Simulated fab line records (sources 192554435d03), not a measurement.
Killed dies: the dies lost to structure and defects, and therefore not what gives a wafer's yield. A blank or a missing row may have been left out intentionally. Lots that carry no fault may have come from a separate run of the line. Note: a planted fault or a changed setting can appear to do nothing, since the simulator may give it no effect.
Split-lot study | flow n5Finfet | route with 1938 steps; 7 lots, 21 wafers read

## SPLIT DETAILS
At N5_BEOL_M12_ETCH_38 (etches SiCN in CF4/N2, target depth 68.7 nm, time 73.4 s), the setting timeS was moved away from the recipe's 73.4 s on 9 of the 21 wafers read, by +9.8% to +14.1%. All remaining wafers had this setting at the recipe value.

Reading taken at the split's own step.

## THE READING
etch.depthNm (the simulator's own value, which no gauge read), in nm, at N5_BEOL_M12_ETCH_38 (etches SiCN in CF4/N2, target depth 68.7 nm, time 73.4 s). The file does not state a usual value for it. The 12 wafers here that ran the recipe average 59.06 nm, standard deviation 0.94 nm.

wafer  | tool, chamber at the split | timeS as run, s | against the recipe | etch.depthNm, nm | against lot-mates on the recipe
L075.2 | rieDiel-02, 0              | 73.4            | recipe             | 59.41            | -
L075.5 | rieDiel-02, 0              | 73.4            | recipe             | 59.72            | -
L075.6 | rieDiel-02, 3              | 73.4            | recipe             | 58.26            | -
L081.1 | rieDiel-02, 1              | 83.72           | +14.1%             | 67.49            | no lot-mate on the recipe
L081.2 | rieDiel-02, 0              | 83.72           | +14.1%             | 69.22            | no lot-mate on the recipe
L081.5 | rieDiel-02, 2              | 83.72           | +14.1%             | 69.94            | no lot-mate on the recipe
L086.2 | rieDiel-02, 2              | 73.4            | recipe             | 61.09            | -
L086.3 | rieDiel-02, 0              | 73.4            | recipe             | 59.64            | -
L086.6 | rieDiel-02, 0              | 73.4            | recipe             | 60.01            | -
L084.2 | rieDiel-02, 3              | 73.4            | recipe             | 58.36            | -
L084.3 | rieDiel-02, 2              | 80.57           | +9.8%              | 67.56            | +9.20
L084.6 | rieDiel-02, 3              | 80.57           | +9.8%              | 64.75            | +6.39
L091.2 | rieDiel-06, 3              | 73.4            | recipe             | 57.79            | -
L091.3 | rieDiel-06, 2              | 73.4            | recipe             | 59.41            | -
L091.5 | rieDiel-06, 3              | 73.4            | recipe             | 57.94            | -
L090.2 | rieDiel-06, 1              | 82.7            | +12.7%             | 67.57            | +9.23
L090.5 | rieDiel-06, 3              | 73.4            | recipe             | 58.34            | -
L090.6 | rieDiel-06, 1              | 82.7            | +12.7%             | 67.54            | +9.20
L097.1 | rieDiel-03, 2              | 82.79           | +12.8%             | 67.65            | +8.90
L097.2 | rieDiel-03, 3              | 73.4            | recipe             | 58.75            | -
L097.4 | rieDiel-03, 1              | 82.79           | +12.8%             | 70.21            | +11.46

THE FIT
A straight line over all 21 wafers: etch.depthNm changes by +0.712 nm for each +1% of timeS; r = +0.97; the points scatter about the line by 1.1 nm.
The same after taking each lot's own level away (the mean of its wafers on the recipe; 18 wafers): +0.769 nm for each +1%; r = +0.98; scatter 0.87 nm.
According to that fit, moving timeS by its largest amount changes the reading by 11 nm.
The span of the lots' own levels, 58.340 to 60.247 nm, comes to 2.0 times the standard deviation stated above.
Consequently the slope shifts little with the lot-to-lot level, the two slopes agreeing.
Check: for one of the wafers moved furthest among these (+12.8%), held out of the fit, the line's prediction against its lot-mates is +10.1 nm. It came out at +8.9 nm against them.

## OTHER SPLITS APPLIED TO THESE WAFERS
Note: prior to the reading, these wafers also went through further splits. Each is held against what the fit with the lots' levels taken away leaves over:
other split on the same wafers   | wafers away from the commonest value | r with etch.depthNm (lot level and that fit taken away)
N5_BEOL_M10_TRENCH_ETCH_37 biasW | 7                                    | -0.05
N5_BEOL_M12_TRENCH_ETCH_34 timeS | 6                                    | -0.14

## FILE'S OWN FIT
etch.depthNm changes by +0.77 nm for each +1% of timeS, r = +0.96.
